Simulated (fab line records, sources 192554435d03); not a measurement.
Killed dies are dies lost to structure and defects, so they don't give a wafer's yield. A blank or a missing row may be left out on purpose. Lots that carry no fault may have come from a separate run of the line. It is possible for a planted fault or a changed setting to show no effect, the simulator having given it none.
Chamber matching :: flow n5Finfet :: N5_BEOL_M6_STRIP_19 on rieDiel-05: 4 sister chambers
The step strips in O2. 4 wafers are shown with their chamber, then 10 later ones without.

EACH WAFER AND ITS CHAMBER
wafer: L082.1
chamber: 1
drypumpMotorCurrentA (A): 5.3

wafer: L088.5
chamber: 0
drypumpMotorCurrentA (A): 6.0

wafer: L091.1
chamber: 3
drypumpMotorCurrentA (A): 5.8

wafer: L091.2
chamber: 2
drypumpMotorCurrentA (A): 5.3

WAFERS MISSING THEIR CHAMBER
wafer: L091.6
drypumpMotorCurrentA (A): 5.2

wafer: L090.2
drypumpMotorCurrentA (A): 6.0

wafer: L090.4
drypumpMotorCurrentA (A): 5.3

wafer: L090.5
drypumpMotorCurrentA (A): 5.8

wafer: L092.1
drypumpMotorCurrentA (A): 5.3

wafer: L092.4
drypumpMotorCurrentA (A): 6.0

wafer: L092.6
drypumpMotorCurrentA (A): 5.3

wafer: L096.4
drypumpMotorCurrentA (A): 5.3

wafer: L096.5
drypumpMotorCurrentA (A): 5.3

wafer: L096.6
drypumpMotorCurrentA (A): 5.8

WHICH CHAMBER EACH ONE RAN IN
wafer: L091.6
from the rows above: can't be placed: 1 or 2
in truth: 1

wafer: L090.2
from the rows above: 0
in truth: 0

wafer: L090.4
from the rows above: can't be placed: 1 or 2
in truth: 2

wafer: L090.5
from the rows above: 3
in truth: 3

wafer: L092.1
from the rows above: can't be placed: 1 or 2
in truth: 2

wafer: L092.4
from the rows above: 0
in truth: 0

wafer: L092.6
from the rows above: can't be placed: 1 or 2
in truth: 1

wafer: L096.4
from the rows above: can't be placed: 1 or 2
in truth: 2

wafer: L096.5
from the rows above: can't be placed: 1 or 2
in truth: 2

wafer: L096.6
from the rows above: 3
in truth: 3
Placed correctly: 4 of 10. These rows do not allow placing 6 (true chamber among the candidates in 6). 0 placed wrongly.
How it was worked out, from the rows above alone: a wafer's distance from a chamber is the root of the sum, over the readings, of the square of ((its reading less the chamber's mean) divided by the reading's scatter). The wafer belongs to the nearest chamber; if the next one is less than 2 further off, it can't be placed. Each chamber's mean is taken over the wafers shown for it. The scatter: with one shown wafer a chamber, the root of the mean of the squares of how far each hidden wafer lies from its nearest shown one.
